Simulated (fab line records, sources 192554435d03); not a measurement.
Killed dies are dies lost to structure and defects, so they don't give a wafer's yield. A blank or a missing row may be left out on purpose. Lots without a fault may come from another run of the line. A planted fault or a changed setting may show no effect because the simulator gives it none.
fab line records | flow n5_finfet
record lots=10 wafers=25 last_day=17
route steps=1938 shown BEOL_M8@1349 PASSIVATION@1936
lots that met no fault: from a run of the same line without faults
start_h: hours from the record's first day to the start of the lot's first wafer shown | wait_h: hours since the lot's step before | " the same as in the row above | L1.1+2: a row that stands for several wafers | - no value, or no start given | * or withheld: withheld | < > ~ a bound
route shown NAME@n: a module of which the file shows steps, and the number in the route of the first | usual: mean/standard deviation of fault-free wafers | same: alike in all rows | chamber/n: place in a boat | sites: the reading at each site | _std_site: their standard deviation | _edge_site: outer sites' mean less inner sites' | radius_mm: how far each site lies from the wafer's centre | mask NAME#n: copy n | behind: the tool/chamber that last shaped the wafer | hold: why the lot was held/for how many hours/how that ended | device: the transistor (n, p or np) that didn't switch | end of line: the same wafers' tests at the end of the route | a step without rows: its recipe alone | killed: dies lost to structure and defects at the first sort, not the wafer's yield | map: a wafer's dies, x killed, . not, _ none there
set.NAME: the setting as run; set.NAME@STEP: as run at that earlier step | model.NAME: the simulator's own value behind a step, which no gauge read
steps of the route over a sample of lots; a table a step, a row a wafer
services: from which hour (start_h, from the record's first day; less than 0 if before it) a tool's chamber was out of use, for how many hours, and why
## steps
# step N5_BEOL_M8_ETCH_61
# recipe chemistry=CF4 target=SiARC target_depth_a=455 mask_material=CAR-ArF time_s=75.8 ion_energy_ev=80 pressure_mtorr=40 source_w=545 bias_w=36 Ar_flow_sccm=100 cf4_flow_sccm=100 ends=cleared
# usual drypump_motor_current_A=5.5/0.52 etch_rf_on_time_s=76.7/2.6 oes_product_au=0.71/0.072 rf_vpp_V=183.9/0.89 showerhead_plenum_p_Torr=2.13/0.045 throttle_valve_pct=15.60/0.2
# columns lot.wafer tool chamber start_h wait_h drypump_motor_current_A etch_rf_on_time_s oes_product_au rf_hours_counter_h rf_vpp_V showerhead_plenum_p_Torr throttle_valve_pct
L182.2 rie_diel-06 3 205.85 0.0 4.8 77.7 0.58 220 185.2 2.21 15.91
L182.5 " 1 " " 5.9 79.6 0.57 - 183.9 2.11 16.02
L182.6 " 0 " " 5.3 73.1 0.75 - 185.2 2.19 15.31
L183.3 rie_diel-05 1 211.25 0.0 5.1 77.6 0.71 45 183.9 2.17 15.39
L183.4 " 2 " " 4.8 75.2 0.62 178 183.0 2.04 15.73
L181.1 rie_diel-05 1 224.90 0.0 5.1 77.5 0.71 50 184.4 2.16 15.40
L181.3 " 3 " " 6.1 81.6 0.58 215 183.6 2.12 15.87
L181.5 " 0 " " 5.9 74.7 0.72 - 183.9 2.10 15.69
L186.1 rie_diel-03 2 226.56 0.0 5.8 75.4 0.74 60 184.2 2.16 15.29
L186.5 " 1 " " 5.9 75.1 0.76 - 183.1 2.07 15.41
L189.2 rie_diel-05 3 248.31 0.0 6.1 81.3 0.57 226 183.4 2.12 15.90
L189.4 " 2 " " 4.8 72.3 0.63 186 183.7 2.04 15.76
L197.3 rie_diel-06 0 308.89 0.0 5.3 74.1 0.70 83 186.0 2.18 15.37
L197.5 " 0 " " 5.2 73.7 0.71 - 184.8 2.18 15.39
L199.2 rie_diel-06 2 315.18 0.0 4.7 74.3 0.73 44 181.3 2.10 15.60
L199.4 " 1 " " 5.9 79.1 0.76 - 184.9 2.10 15.61
L199.5 " 2 " " 4.7 75.2 0.73 - 183.1 2.10 15.59
L202.2 rie_diel-05 1 325.97 0.0 5.1 79.0 0.66 87 184.0 2.15 15.47
L202.4 " 1 " " 5.1 78.5 0.67 - 184.2 2.15 15.48
L202.5 " 2 " " 4.8 73.7 0.61 - 182.9 2.03 15.80
L204.4 rie_diel-05 2 332.27 0.0 4.8 73.8 0.60 - 185.0 2.03 15.83
L204.6 " 1 " " 5.1 77.7 0.66 - 185.2 2.15 15.49
L203.1 rie_diel-03 1 334.09 0.0 5.9 73.9 0.72 69 184.0 2.06 15.48
L203.4 " 3 " " 5.5 78.4 0.73 40 184.2 2.17 15.52
L203.6 " 2 " " 5.8 75.1 0.69 - 183.8 2.15 15.34
# step N5_BEOL_M8_ETCH_65
# recipe chemistry=CF4 target=SiARC target_depth_a=156 mask_material=CAR-EUV time_s=26 ion_energy_ev=80 pressure_mtorr=40 source_w=545 bias_w=36 Ar_flow_sccm=100 cf4_flow_sccm=100 ends=cleared
# usual drypump_motor_current_A=5.5/0.52 etch_rf_on_time_s=26.3/0.97 oes_product_au=0.68/0.071 rf_vpp_V=183.7/0.98 showerhead_plenum_p_Torr=2.12/0.048 throttle_valve_pct=15.64/0.2
# columns lot.wafer tool chamber start_h wait_h drypump_motor_current_A etch_rf_on_time_s oes_product_au rf_hours_counter_h rf_vpp_V showerhead_plenum_p_Torr throttle_valve_pct
L182.2 rie_diel-06 2 207.79 0.0 4.7 25.6 0.80 6 185.5 2.11 15.49
L182.5 " 3 " " 4.8 27.0 0.57 - 185.3 2.21 15.91
L182.6 " 0 " " 5.2 25.2 0.75 - 185.4 2.19 15.32
L183.3 rie_diel-05 0 212.63 0.0 5.9 25.5 0.74 55 182.7 2.10 15.69
L183.4 " 3 " " 6.1 28.0 0.58 210 184.6 2.12 15.85
L181.1 rie_diel-05 0 226.90 0.0 5.9 25.4 0.73 61 184.1 2.09 15.72
L181.3 " 3 " " 6.1 27.8 0.58 216 183.9 2.12 15.89
L181.5 " 0 " " 5.8 25.3 0.73 - 183.5 2.09 15.69
L186.1 rie_diel-03 3 229.58 0.0 5.5 26.7 0.81 3 184.9 2.19 15.46
L186.5 " 0 " " 6.3 26.7 0.79 - 182.6 2.13 15.72
L189.2 rie_diel-05 0 249.29 0.0 5.9 30.4 0.65 72 184.0 2.09 15.73
L189.4 " 1 " " 5.0 26.9 0.69 62 184.3 2.16 15.43
L197.3 rie_diel-06 0 313.19 0.0 5.3 25.5 0.71 84 183.3 2.18 15.39
L197.5 " 0 " " 5.3 25.4 0.72 - 184.3 2.18 15.40
L199.2 rie_diel-05 0 317.01 0.0 5.9 25.9 0.70 92 184.0 2.08 15.78
L199.4 " 3 " " 6.1 28.1 0.56 248 184.1 2.11 15.93
L199.5 " 2 " " 4.8 25.5 0.61 - 182.3 2.03 15.79
L202.2 rie_diel-05 1 327.84 0.0 5.1 26.6 0.66 88 184.5 2.15 15.46
L202.4 " 0 " " 5.9 25.7 0.68 - 182.4 2.08 15.78
L202.5 " 1 " " 5.1 26.5 0.67 - 184.0 2.15 15.50
L204.4 rie_diel-05 2 336.04 0.0 4.8 25.4 0.60 - 183.4 2.03 15.81
L204.6 " 0 " " 5.9 25.8 0.69 - 182.5 2.08 15.78
L203.1 rie_diel-05 0 336.83 0.0 5.9 25.9 0.69 100 184.1 2.08 15.78
L203.4 " 0 " " 5.9 25.9 0.68 - 182.4 2.08 15.77
L203.6 " 1 " " 5.0 26.7 0.66 - 184.1 2.15 15.49
# step N5_BEOL_M8_ETCH_66
# recipe chemistry=N2/H2 target=SOC target_depth_a=800 overetch_a=160 mask_material=SiARC temp_c=40 time_s=120 ion_energy_ev=200 pressure_mtorr=30 source_w=840 bias_w=150 n2_flow_sccm=200 h2_flow_sccm=200
# usual drypump_motor_current_A=5.5/0.52 oes_product_au=0.62/0.063 rf_vpp_V=523.1/1.7 showerhead_plenum_p_Torr=2.51/0.073 throttle_valve_pct=17.85/0.18
# same time_s=120
# columns lot.wafer tool chamber start_h wait_h drypump_motor_current_A oes_product_au rf_hours_counter_h rf_vpp_V showerhead_plenum_p_Torr throttle_valve_pct
L182.2 rie_diel-06 2 207.82 0.0 4.7 0.72 6 521.9 2.48 17.64
L182.5 " 3 " " 4.8 0.53 - 525.5 2.62 18.05
L182.6 " 0 " " 5.3 0.67 - 524.2 2.60 17.63
L183.3 rie_diel-05 0 212.66 0.0 5.9 0.66 55 522.0 2.46 17.67
L183.4 " 3 " " 6.1 0.54 210 523.9 2.53 18.14
L181.1 rie_diel-05 0 226.92 0.0 5.9 0.65 61 522.7 2.45 17.68
L181.3 " 3 " " 6.1 0.54 216 523.1 2.52 18.17
L181.5 " 0 " " 5.9 0.64 - 522.0 2.45 17.67
L186.1 rie_diel-03 3 229.61 0.0 5.5 0.74 3 523.6 2.63 17.93
L186.5 " 0 " " 6.3 0.71 - 521.0 2.50 17.86
L189.2 rie_diel-05 0 249.32 0.0 5.9 0.63 72 521.6 2.45 17.71
L189.4 " 1 " " 5.0 0.63 62 524.8 2.57 17.65
L197.3 rie_diel-06 0 313.22 0.0 5.2 0.63 84 525.6 2.58 17.69
L197.5 " 0 " " 5.3 0.63 - 524.1 2.58 17.69
L199.2 rie_diel-05 0 317.03 0.0 5.9 0.61 92 520.8 2.44 17.73
L199.4 " 3 " " 6.1 0.52 248 523.1 2.51 18.21
L199.5 " 2 " " 4.8 0.53 - 521.3 2.40 17.95
L202.2 rie_diel-05 1 327.87 0.0 5.1 0.60 88 523.6 2.56 17.71
L202.4 " 0 " " 5.9 0.62 - 522.2 2.44 17.74
L202.5 " 1 " " 5.1 0.61 - 525.9 2.56 17.70
L204.4 rie_diel-05 2 336.10 0.0 4.9 0.53 - 520.7 2.39 17.97
L204.6 " 0 " " 5.9 0.61 - 522.5 2.44 17.74
L203.1 rie_diel-05 0 336.85 0.0 5.9 0.61 100 521.2 2.44 17.75
L203.4 " 0 " " 5.9 0.61 - 521.6 2.44 17.75
L203.6 " 1 " " 5.1 0.60 - 523.7 2.56 17.72
# step N5_BEOL_M8_STRIP_36
# recipe chemistry=N2/H2 power_w=450 temp_c=40 pressure_mtorr=20 rf_frequency_hz=6e+07 overash_fraction=0.3 bias_power_w=7 h2_frac=0.5 n2_flow_sccm=200 h2_flow_sccm=200
# usual drypump_motor_current_A=5.5/0.52 oes_product_au=0.80/0.088 rf_vpp_V=59.2/1.6 showerhead_plenum_p_Torr=2.51/0.073 throttle_valve_pct=23.71/0.27
# columns lot.wafer tool chamber start_h wait_h drypump_motor_current_A oes_product_au rf_hours_counter_h rf_vpp_V showerhead_plenum_p_Torr throttle_valve_pct
L182.2 rie_diel-06 2 207.97 0.0 4.7 0.96 6 56.4 2.48 23.47
L182.5 " 3 " " 4.8 0.69 - 58.7 2.62 23.75
L182.6 " 0 " " 5.3 0.87 - 60.7 2.59 23.65
L183.3 rie_diel-05 0 212.81 0.0 5.9 0.85 55 61.5 2.45 23.29
L183.4 " 3 " " 6.1 0.69 210 55.8 2.52 24.01
L181.1 rie_diel-05 0 227.08 0.0 5.9 0.85 62 59.9 2.45 23.28
L181.3 " 3 " " 6.1 0.67 216 58.3 2.52 24.02
L181.5 " 0 " " 5.9 0.85 - 58.1 2.45 23.28
L186.1 rie_diel-03 3 229.76 0.0 5.5 0.97 3 57.3 2.63 24.01
L186.5 " 0 " " 6.3 0.97 - 57.3 2.50 23.80
L189.2 rie_diel-05 0 249.47 0.0 5.9 0.84 72 60.0 2.45 23.29
L189.4 " 1 " " 5.0 0.81 62 59.8 2.57 23.51
L197.3 rie_diel-06 0 313.37 0.0 5.3 0.82 85 59.2 2.58 23.71
L197.5 " 0 " " 5.3 0.82 - 62.1 2.58 23.69
L199.2 rie_diel-05 0 317.19 0.0 5.9 0.81 92 61.0 2.44 23.34
L199.4 " 3 " " 6.1 0.67 248 59.0 2.51 24.05
L199.5 " 2 " " 4.8 0.71 - 59.4 2.39 23.78
L202.2 rie_diel-05 1 328.02 0.0 5.1 0.78 88 60.1 2.56 23.55
L202.4 " 0 " " 5.9 0.80 - 60.2 2.44 23.32
L202.5 " 1 " " 5.1 0.77 - 60.0 2.56 23.60
L204.4 rie_diel-05 2 336.23 0.0 4.8 0.69 - 56.4 2.39 23.73
L204.6 " 0 " " 5.9 0.80 - 58.5 2.43 23.34
L203.1 rie_diel-05 0 337.01 0.0 5.9 0.81 100 59.0 2.43 23.32
L203.4 " 0 " " 5.9 0.81 - 60.6 2.43 23.33
L203.6 " 1 " " 5.1 0.80 - 61.8 2.56 23.58
# step N5_PASSIVATION_PROBE_49
# usual defect_limited_yield=91.3/1.4 killed_at_M0_to_M3=32/9.5 killed_at_M4_up=14/5.2 killed_at_contacts=13/5.7 killed_at_front_end=41/12 killed_at_other=3.5/2.6 killed_dies=103/17 killed_on_rim=14/4 killed_open=68/14 killed_short=32/7 sort_bin_4_leakage=0.01/0.051 sort_bin_5_function=5.0/0.91 sort_bin_6_memory=3.3/0.7 sort_bin_8_speed=0.03/0.22 sort_n_pass=1076/17 sort_yield_pct=91.2/1.4
# same gross_dies=1180 killed_at_back_side=0
# columns lot.wafer tool chamber start_h wait_h defect_limited_yield[%] killed_at_M0_to_M3 killed_at_M4_up killed_at_contacts killed_at_front_end killed_at_other killed_dies killed_on_rim killed_open killed_short sort_bin_4_leakage[%] sort_bin_5_function[%] sort_bin_6_memory[%] sort_bin_8_speed[%] sort_n_pass sort_yield_pct[%]
L182.2 prober-02 - 274.03 0.1 92.4 30 24 8 28 0 90 10 69 20 0 5.0 2.3 0 1090 92.4
L182.5 prober-02 - 274.18 0.2 91.9 44 18 12 18 3 95 14 61 33 0 5.1 2.6 0 1085 91.9
L182.6 prober-02 - 274.23 0.3 93.1 32 13 11 24 2 82 12 51 27 0 4.1 2.5 0.08 1098 93.1
L183.3 prober-01 - 283.66 0.1 91.3 25 20 17 37 4 103 15 71 32 0.17 4.8 3.6 0 1075 91.1
L183.4 prober-01 - 283.71 0.2 88.8 43 20 17 45 7 132 14 90 42 0 6.9 4.0 0 1048 88.8
L181.1 prober-02 - 289.71 0.0 91.3 28 23 18 27 7 103 12 75 28 0 5.2 3.2 0 1077 91.3
L181.3 prober-02 - 289.81 0.1 91.0 22 17 23 42 2 106 13 72 32 0 4.7 3.6 0 1074 91.0
L181.5 prober-02 - 289.91 0.2 90.6 24 18 23 43 3 111 14 82 28 0 4.8 4.3 0 1069 90.6
L186.1 prober-02 - 294.23 0.0 89.7 33 14 14 56 4 121 9 95 26 0 6.3 3.8 0 1059 89.7
L186.5 prober-02 - 294.43 0.2 91.2 32 13 8 48 3 104 15 65 35 0 5.3 2.6 0 1076 91.2
L189.2 prober-01 - 314.67 0.1 92.4 27 10 21 28 4 90 13 57 33 0 4.7 2.9 0 1090 92.4
L189.4 prober-01 - 314.77 0.2 90.3 34 16 19 42 4 115 16 76 38 0 5.4 3.7 0 1065 90.3
L197.3 prober-02 - 372.41 0.2 93.1 30 11 8 32 0 81 13 54 26 0 4.3 2.5 0 1099 93.1
L197.5 prober-02 - 372.51 0.3 90.3 33 10 6 66 0 115 11 78 37 0 6.1 3.6 0 1065 90.3
L199.2 prober-01 - 373.24 0.1 91.1 30 9 6 53 7 105 10 70 34 0 5.8 3.0 0 1075 91.1
L199.4 prober-01 - 373.34 0.2 90.4 52 12 6 41 2 113 16 74 36 0 4.6 4.1 0 1067 90.4
L199.5 prober-01 - 373.39 0.2 92.7 30 7 17 30 2 86 8 56 29 0 3.6 3.5 0 1094 92.7
L202.2 prober-02 - 390.73 0.1 90.8 34 10 11 46 8 109 16 73 34 0 5.3 3.8 0 1071 90.8
L202.4 prober-02 - 390.83 0.2 92.2 29 7 18 38 0 92 8 56 34 0 4.2 3.2 0 1088 92.2
L202.5 prober-02 - 390.88 0.2 89.8 46 11 13 43 7 120 23 76 41 0 5.5 4.4 0.08 1060 89.8
L203.1 prober-02 - 407.16 0.0 89.2 26 19 27 51 4 127 19 75 43 0 5.7 3.9 0.08 1053 89.2
L203.4 prober-02 - 407.31 0.2 91.1 35 9 17 40 4 105 13 64 33 0 5.0 3.1 0 1075 91.1
L203.6 prober-02 - 407.41 0.3 90.3 37 13 19 45 0 114 17 79 31 0 5.5 3.7 0 1066 90.3
L204.4 prober-02 - 408.95 0.2 92.9 42 9 9 22 2 84 11 63 21 0 4.1 3.0 0 1096 92.9
L204.6 prober-02 - 409.05 0.3 91.9 45 7 18 22 4 96 7 65 29 0.25 3.9 3.7 0 1081 91.6
# killed by level:class
L182.2 BEOL_M4:geometric_particle:open=14 BEOL_M3:geometric_particle:open=11 BEOL_M0_SAQP:geometric_particle:open=8 MOL_CONTACT_COAG:geometric_particle:open=6 STI_FIN_REVEAL:geometric_particle:open=5 DUMMY_GATE:geometric_particle:open=5 STARTING-WAFER:geometric_particle:short=4 GATE_CUT:geometric_particle:open=3
L182.5 BEOL_M1:geometric_particle:open=11 MOL_CONTACT_COAG:geometric_particle:open=10 BEOL_M4:geometric_particle:open=9 BEOL_M0_SAQP:geometric_particle:open=8 BEOL_M2:geometric_particle:open=6 BEOL_M2:geometric_particle:short=5 FIN_SAQP:geometric_particle:short=4 GATE_CUT:geometric_particle:short=4
L182.6 MOL_CONTACT_COAG:geometric_particle:open=9 BEOL_M2:geometric_particle:open=9 BEOL_M3:geometric_particle:open=7 BEOL_M4:geometric_particle:open=6 GATE_CUT:geometric_particle:open=5 BEOL_M0_SAQP:geometric_particle:short=4 STI_FIN_REVEAL:geometric_particle:short=3 GATE_CUT:geometric_particle:short=3
L183.3 BEOL_M4:geometric_particle:open=14 FIN_SAQP:geometric_particle:open=12 MOL_CONTACT_COAG:geometric_particle:open=12 BEOL_M0_SAQP:geometric_particle:short=9 BEOL_M0_SAQP:geometric_particle:open=9 STI_FIN_REVEAL:geometric_particle:open=6 MOL_CONTACT_COAG:geometric_particle:short=5 GATE_CUT:geometric_particle:short=4
L183.4 FIN_SAQP:geometric_particle:open=15 BEOL_M0_SAQP:geometric_particle:open=13 MOL_CONTACT_COAG:geometric_particle:open=12 BEOL_M0_SAQP:geometric_particle:short=12 BEOL_M4:geometric_particle:open=11 STI_FIN_REVEAL:geometric_particle:open=9 GATE_CUT:geometric_particle:short=7 FIN_SAQP:geometric_particle:short=6
L181.1 MOL_CONTACT_COAG:geometric_particle:open=16 BEOL_M0_SAQP:geometric_particle:short=7 BEOL_M4:geometric_particle:open=7 STI_FIN_REVEAL:geometric_particle:open=6 BEOL_M0:geometric_particle:open=5 BEOL_M2:geometric_particle:open=5 BEOL_M5:geometric_particle:open=5 MIM_TOP_ETCH:geometric_particle:open=5
L181.3 MOL_CONTACT_COAG:geometric_particle:open=21 FIN_SAQP:geometric_particle:short=9 STI_FIN_REVEAL:geometric_particle:open=7 DUMMY_GATE:geometric_particle:open=5 GATE_CUT:geometric_particle:short=5 BEOL_M2:geometric_particle:open=5 BEOL_M3:geometric_particle:open=5 BEOL_M4:geometric_particle:open=5
L181.5 MOL_CONTACT_COAG:geometric_particle:open=18 STI_FIN_REVEAL:geometric_particle:open=11 BEOL_M3:geometric_particle:open=10 FIN_SAQP:geometric_particle:open=9 BEOL_M4:geometric_particle:open=8 FIN_SAQP:geometric_particle:short=6 MOL_CONTACT_COAG:geometric_particle:short=5 BEOL_M1:geometric_particle:open=4
L186.1 STI_FIN_REVEAL:geometric_particle:open=22 MOL_CONTACT_COAG:geometric_particle:open=12 BEOL_M1:geometric_particle:open=11 DUMMY_GATE:geometric_particle:open=10 BEOL_M3:geometric_particle:open=7 FIN_SAQP:geometric_particle:short=6 FIN_SAQP:geometric_particle:open=5 BEOL_M2:geometric_particle:open=4
L186.5 STI_FIN_REVEAL:geometric_particle:open=10 BEOL_M0_SAQP:geometric_particle:short=9 FIN_SAQP:geometric_particle:open=8 FIN_SAQP:geometric_particle:short=7 MOL_CONTACT_COAG:geometric_particle:open=7 BEOL_M4:geometric_particle:open=6 STARTING-WAFER:geometric_particle:short=6 BEOL_M1:geometric_particle:open=5
L189.2 MOL_CONTACT_COAG:geometric_particle:open=18 FIN_SAQP:geometric_particle:short=12 BEOL_M0_SAQP:geometric_particle:open=5 BEOL_M2:geometric_particle:open=5 BEOL_M4:geometric_particle:open=5 FIN_SAQP:geometric_particle:open=4 BEOL_M0:geometric_particle:open=4 BEOL_M1:geometric_particle:open=4
L189.4 MOL_CONTACT_COAG:geometric_particle:open=15 FIN_SAQP:geometric_particle:open=14 BEOL_M3:geometric_particle:open=11 BEOL_M4:geometric_particle:open=8 GATE_CUT:geometric_particle:open=5 GATE_CUT:geometric_particle:short=5 BEOL_M0_SAQP:geometric_particle:open=5 BEOL_M1:geometric_particle:short=5
L197.3 STI_FIN_REVEAL:geometric_particle:open=9 BEOL_M1:geometric_particle:open=8 FIN_SAQP:geometric_particle:short=5 MOL_CONTACT_COAG:geometric_particle:open=5 BEOL_M3:geometric_particle:open=5 STARTING-WAFER:geometric_particle:open=5 BEOL_M3:geometric_particle:short=4 BEOL_M0_SAQP:geometric_particle:open=4
L197.5 STI_FIN_REVEAL:geometric_particle:open=32 BEOL_M0_SAQP:geometric_particle:open=10 BEOL_M0_SAQP:geometric_particle:short=7 STI_FIN_REVEAL:geometric_particle:short=5 GATE_CUT:geometric_particle:short=5 BEOL_M0:geometric_particle:open=5 MOL_CONTACT_COAG:geometric_particle:short=4 BEOL_M2:geometric_particle:open=4
L199.2 FIN_SAQP:geometric_particle:open=21 FIN_SAQP:geometric_particle:short=11 STI_FIN_REVEAL:geometric_particle:open=10 BEOL_M0_SAQP:geometric_particle:open=8 BEOL_M0_SAQP:geometric_particle:short=6 MOL_CONTACT_COAG:geometric_particle:open=5 BEOL_M1:geometric_particle:open=5 BEOL_M2:geometric_particle:short=3
L199.4 BEOL_M0_SAQP:geometric_particle:open=13 FIN_SAQP:geometric_particle:open=10 BEOL_M3:geometric_particle:open=8 BEOL_M0_SAQP:geometric_particle:short=7 BEOL_M1:geometric_particle:open=7 STARTING-WAFER:geometric_particle:short=7 STI_FIN_REVEAL:geometric_particle:open=6 BEOL_M2:geometric_particle:open=6
L199.5 MOL_CONTACT_COAG:geometric_particle:open=12 DUMMY_GATE:geometric_particle:open=10 BEOL_M3:geometric_particle:open=10 BEOL_M0_SAQP:geometric_particle:short=7 FIN_SAQP:geometric_particle:short=5 FIN_SAQP:geometric_particle:open=5 MOL_CONTACT_COAG:geometric_particle:short=5 BEOL_M0:geometric_particle:open=5
L202.2 MOL_CONTACT_COAG:geometric_particle:open=10 BEOL_M3:geometric_particle:open=10 FIN_SAQP:geometric_particle:short=8 BEOL_M0_SAQP:geometric_particle:open=8 FIN_SAQP:geometric_particle:open=7 STI_FIN_REVEAL:geometric_particle:open=7 BEOL_M1:geometric_particle:open=7 DUMMY_GATE:geometric_particle:open=6
L202.4 MOL_CONTACT_COAG:geometric_particle:open=15 FIN_SAQP:geometric_particle:short=10 BEOL_M3:geometric_particle:open=8 FIN_SAQP:geometric_particle:open=7 BEOL_M0_SAQP:geometric_particle:short=7 STI_FIN_REVEAL:geometric_particle:open=4 BEOL_M0_SAQP:geometric_particle:open=4 BEOL_M1:geometric_particle:open=4
L202.5 BEOL_M2:geometric_particle:open=10 BEOL_M3:geometric_particle:open=10 MOL_CONTACT_COAG:geometric_particle:open=9 GATE_CUT:geometric_particle:short=8 DUMMY_GATE:geometric_particle:short=6 BEOL_M0_SAQP:geometric_particle:open=6 FIN_SAQP:geometric_particle:open=5 DUMMY_GATE:geometric_particle:open=5
L203.1 MOL_CONTACT_COAG:geometric_particle:open=19 MOL_CONTACT_COAG:geometric_particle:short=8 HKMG_FIN:area_etch=8 FIN_SAQP:geometric_particle:open=7 DUMMY_GATE:geometric_particle:open=7 BEOL_M0_SAQP:geometric_particle:open=7 FIN_SAQP:geometric_particle:short=6 BEOL_M0_SAQP:geometric_particle:short=6
L203.4 MOL_CONTACT_COAG:geometric_particle:open=12 FIN_SAQP:geometric_particle:open=9 FIN_SAQP:geometric_particle:short=8 BEOL_M2:geometric_particle:open=8 BEOL_M0_SAQP:geometric_particle:open=7 HKMG_FIN:area_etch=6 MOL_CONTACT_COAG:geometric_particle:short=5 BEOL_M0_SAQP:geometric_particle:short=5
L203.6 MOL_CONTACT_COAG:geometric_particle:open=14 BEOL_M0_SAQP:geometric_particle:open=10 BEOL_M2:geometric_particle:open=10 DUMMY_GATE:geometric_particle:open=8 FIN_SAQP:geometric_particle:open=7 BEOL_M0_SAQP:geometric_particle:short=7 FIN_SAQP:geometric_particle:short=6 GATE_CUT:geometric_particle:open=6
L204.4 BEOL_M1:geometric_particle:open=12 BEOL_M2:geometric_particle:open=12 MOL_CONTACT_COAG:geometric_particle:open=8 BEOL_M0_SAQP:geometric_particle:open=7 GATE_CUT:geometric_particle:short=4 GATE_CUT:geometric_particle:open=4 BEOL_M1:geometric_particle:short=3 BEOL_M4:geometric_particle:open=3
L204.6 MOL_CONTACT_COAG:geometric_particle:open=14 BEOL_M2:geometric_particle:open=12 BEOL_M1:geometric_particle:open=9 BEOL_M3:geometric_particle:open=7 GATE_CUT:geometric_particle:short=6 BEOL_M0_SAQP:geometric_particle:short=6 MOL_CONTACT_COAG:geometric_particle:short=4 BEOL_M0_SAQP:geometric_particle:open=4
## services
# columns tool chamber start_h hours kind
rie_diel-03 3 205.74 - clean
rie_diel-03 3 205.74 - consumable_replace:focus_ring
rie_diel-03 3 205.74 18.8 scheduled_down
rie_diel-03 3 205.74 18.8 vent_cycle
rie_diel-03 0 218.61 7.7 repair
rie_diel-06 - 223.44 14.6 pm
rie_diel-05 - 229.22 0.1 repair
rie_diel-06 1 242.74 - clean
rie_diel-06 1 242.74 - consumable_replace:focus_ring
rie_diel-06 1 242.74 21.2 scheduled_down
rie_diel-06 1 242.74 21.2 vent_cycle
rie_diel-06 3 296.00 - clean
rie_diel-06 3 296.00 - consumable_replace:focus_ring
rie_diel-06 3 296.00 26.2 scheduled_down
rie_diel-06 3 296.00 26.2 vent_cycle
rie_diel-05 3 321.96 - clean
rie_diel-05 3 321.96 - consumable_replace:focus_ring
rie_diel-05 3 321.96 15.7 scheduled_down
rie_diel-05 3 321.96 15.7 vent_cycle
## key
first_sign step=N5_BEOL_M8_ETCH_65 reading=etch_rf_on_time_s direction=up sigmas=4.2 usual=* struck=*
effect none on later readings
met_at N5_BEOL_M8_ETCH_65
struck_lots L189
struck_wafers L189.2
not_acting_at N5_BEOL_M8_ETCH_61,N5_BEOL_M8_ETCH_66,N5_BEOL_M8_STRIP_36
onset_between 226.90 249.29
fault kind=process_parameter_drift tool=rie_diel-05 chamber=- onset_h=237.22 steps=N5_BEOL_M8_ETCH_65 channel=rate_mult offset=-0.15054 shape=step end_h=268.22 scope=struck_wafers_only
